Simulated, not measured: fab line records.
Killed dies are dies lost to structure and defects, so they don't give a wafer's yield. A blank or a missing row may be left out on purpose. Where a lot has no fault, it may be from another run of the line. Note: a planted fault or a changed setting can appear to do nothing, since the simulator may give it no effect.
Matching of chambers + flow nand-harc + rie-diel-08 running NHARC_A_M0_ETCH_34: 4 sister chambers
The step etches the open film in N2/H2, target depth 40 nm, overetch 12 nm, time 43.94 s. 4 wafers are shown with their chamber, then 8 later ones without.

WAFERS WITH THEIR CHAMBER
| wafer  | chamber | rf-vpp-V (V) |
|--------|---------|--------------|
| L080.6 | 1       | 429.0        |
| L084.3 | 0       | 428.9        |
| L085.6 | 3       | 430.8        |
| L087.2 | 2       | 431.6        |

WAFERS MISSING THEIR CHAMBER
| wafer  | rf-vpp-V (V) |
|--------|--------------|
| L087.4 | 427.2        |
| L087.6 | 431.1        |
| L093.2 | 432.3        |
| L093.3 | 429.5        |
| L093.6 | 427.3        |
| L097.3 | 428.9        |
| L097.4 | 432.8        |
| L097.6 | 432.5        |

EACH ONE'S CHAMBER
| wafer  | from the rows above               | in truth |
|--------|-----------------------------------|----------|
| L087.4 | can't be placed: 0 or 1 or 3      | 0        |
| L087.6 | can't be placed: 3 or 2 or 1 or 0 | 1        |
| L093.2 | can't be placed: 2 or 3           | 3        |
| L093.3 | can't be placed: 1 or 0 or 3 or 2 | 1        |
| L093.6 | can't be placed: 0 or 1 or 3      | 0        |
| L097.3 | can't be placed: 0 or 1 or 3      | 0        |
| L097.4 | can't be placed: 2 or 3           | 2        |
| L097.6 | can't be placed: 2 or 3           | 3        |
Placed correctly: 0 of 8. From these rows, 8 cannot be placed; in 8 the true chamber is one of the candidates. 0 placed wrongly.
How it was worked out, from the rows above alone: a wafer's distance from a chamber is the root of the sum, over the readings, of the square of ((its reading less the chamber's mean) divided by the reading's scatter). If the next closest chamber is less than 2 further off than the closest, the wafer can't be placed; otherwise it belongs to the closest. The mean given for a chamber averages the wafers shown for that chamber. The scatter: with one shown wafer a chamber, the root of the mean of the squares of how far each hidden wafer lies from its nearest shown one.
